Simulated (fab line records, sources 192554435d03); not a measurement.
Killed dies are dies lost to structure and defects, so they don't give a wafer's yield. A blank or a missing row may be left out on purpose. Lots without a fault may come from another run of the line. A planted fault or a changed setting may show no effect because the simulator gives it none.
Split-lot experiment | flow n5_finfet | 7 lots, 21 wafers read, on a route of 1938 steps

THE SPLIT
At N5_BEOL_M13_COAT_66 (time 60 s, resist thk 110 nm), the setting spin_rpm was moved away from the recipe's 1500 rpm on 7 of the 21 wafers read, by -9.6% to +7.8%. The other wafers ran this setting at the recipe's value.

FROM THE SPLIT TO THE READING: what the file shows between them, 6 steps
- N5_BEOL_M13_PEB_26: peb time 90 s (also split here: peb_time_s)
- N5_BEOL_M13_DEVELOP_27: develop time 45 s
- N5_BEOL_M13_HARDBAKE_32: time 120 s
- N5_BEOL_M13_CD_MEAS_28: target cd 209.5 nm
- N5_BEOL_M13_DESCUM_33: chemistry O2, time 7.9 s
- N5_BEOL_M13_ETCH_67: etches SiARC in CF4, target depth 143 nm, time 238.3 s

THE READING
SiARC_of_BEOL_M13_COAT_66.thk_nm (the simulator's own value, which no gauge read), in nm, at N5_BEOL_M13_ETCH_68 (etches SOC in N2/H2, time 355 s). The file gives no usual value for it. The 14 wafers here that ran the recipe average 77.2 nm, standard deviation 0.48 nm.

wafer  | tool, chamber at the split | spin_rpm as run, rpm | against the recipe | SiARC_of_BEOL_M13_COAT_66.thk_nm, nm | against lot-mates on the recipe
L075.2 | litho_track-02, 0          | 1500                 | recipe             | 76.6                                 | -
L075.3 | litho_track-02, 0          | 1356                 | -9.6%              | 82                                   | +5.4
L075.5 | litho_track-02, 0          | 1356                 | -9.6%              | 82                                   | +5.4
L077.1 | litho_track-03, 0          | 1617                 | +7.8%              | 73                                   | -4.6
L077.2 | litho_track-03, 0          | 1500                 | recipe             | 77.6                                 | -
L077.3 | litho_track-03, 0          | 1617                 | +7.8%              | 73.6                                 | -4.0
L081.3 | litho_track-03, 0          | 1500                 | recipe             | 77.4                                 | -
L081.5 | litho_track-03, 0          | 1500                 | recipe             | 76.6                                 | -
L081.6 | litho_track-03, 0          | 1500                 | recipe             | 77.6                                 | -
L085.1 | litho_track-02, 0          | 1558                 | +3.9%              | 75.2                                 | -1.9
L085.3 | litho_track-02, 0          | 1500                 | recipe             | 77.2                                 | -
L085.4 | litho_track-02, 0          | 1500                 | recipe             | 77                                   | -
L090.2 | litho_track-03, 0          | 1500                 | recipe             | 78                                   | -
L090.4 | litho_track-03, 0          | 1500                 | recipe             | 77.4                                 | -
L090.6 | litho_track-03, 0          | 1500                 | recipe             | 78.2                                 | -
L092.1 | litho_track-02, 0          | 1567                 | +4.5%              | 75                                   | -2.1
L092.4 | litho_track-02, 0          | 1500                 | recipe             | 77                                   | -
L092.6 | litho_track-02, 0          | 1500                 | recipe             | 77.2                                 | -
L097.1 | litho_track-03, 0          | 1500                 | recipe             | 77                                   | -
L097.2 | litho_track-03, 0          | 1500                 | recipe             | 76.6                                 | -
L097.3 | litho_track-03, 0          | 1570                 | +4.7%              | 74.8                                 | -2.0

THE FIT
A straight line over all 21 wafers: SiARC_of_BEOL_M13_COAT_66.thk_nm changes by -0.502 nm for each +1% of spin_rpm; r = -0.98; the points scatter about the line by 0.42 nm.
The same after taking each lot's own level away (the mean of its wafers on the recipe; 21 wafers): -0.544 nm for each +1%; r = -0.99; scatter 0.29 nm.
On that fit, the largest move of spin_rpm shifts the reading by 5.2 nm.
The lots' own levels span 76.60 to 77.87 nm, that is 2.6 times the standard deviation above.
So the lot-to-lot level changes the slope little: the two slopes agree.
Check: with one of the wafers moved furthest among these (-9.6%) left out of the fit, the line predicts +5.23 nm for it against its lot-mates. It came out at +5.4 nm against them.

OTHER SPLITS ON THESE WAFERS
These wafers also went through other splits before the reading. Each is held against what the fit with the lots' levels taken away leaves over:
other split on the same wafers | wafers away from the commonest value | r with SiARC_of_BEOL_M13_COAT_66.thk_nm (lot level and that fit taken away)
N5_BEOL_M11_COAT_22 spin_rpm   | 5                                    | +0.17
N5_BEOL_M12_EXPOSE_07 dose_mj  | 8                                    | -0.18
N5_BEOL_M13_PEB_26 peb_time_s  | 6                                    | +0.03

THE WHOLE CHAIN: every reading that the file lists as answering this split, in the file's order
step                | what it does                                           | reading                                                                           | change (the file's fit)               | r (the file's)
N5_BEOL_M13_COAT_66 | time 60 s, resist thk 110 nm                           | SiARC_of_BEOL_M13_COAT_66.thk_nm (the simulator's own value, which no gauge read) | -0.539 nm for each +1% of the setting | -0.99
N5_BEOL_M13_ETCH_67 | etches SiARC in CF4, target depth 143 nm, time 238.3 s | etch_rf_on_time_s                                                                 | withheld for each +1% of the setting  | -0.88
N5_BEOL_M13_ETCH_67 | etches SiARC in CF4, target depth 143 nm, time 238.3 s | etch.depth_nm (the simulator's own value, which no gauge read)                    | -0.538 nm for each +1% of the setting | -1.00
N5_BEOL_M13_ETCH_67 | etches SiARC in CF4, target depth 143 nm, time 238.3 s | coat_of_BEOL_M13_COAT_22.thk_nm (the simulator's own value, which no gauge read)  | +0.349 nm for each +1% of the setting | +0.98
N5_BEOL_M13_ETCH_68 | etches SOC in N2/H2, time 355 s                        | SiARC_of_BEOL_M13_COAT_66.thk_nm (the simulator's own value, which no gauge read) | -0.531 nm for each +1% of the setting | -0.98

THE FILE'S OWN FIT
SiARC_of_BEOL_M13_COAT_66.thk_nm changes by -0.531 nm for each +1% of spin_rpm, r = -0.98.
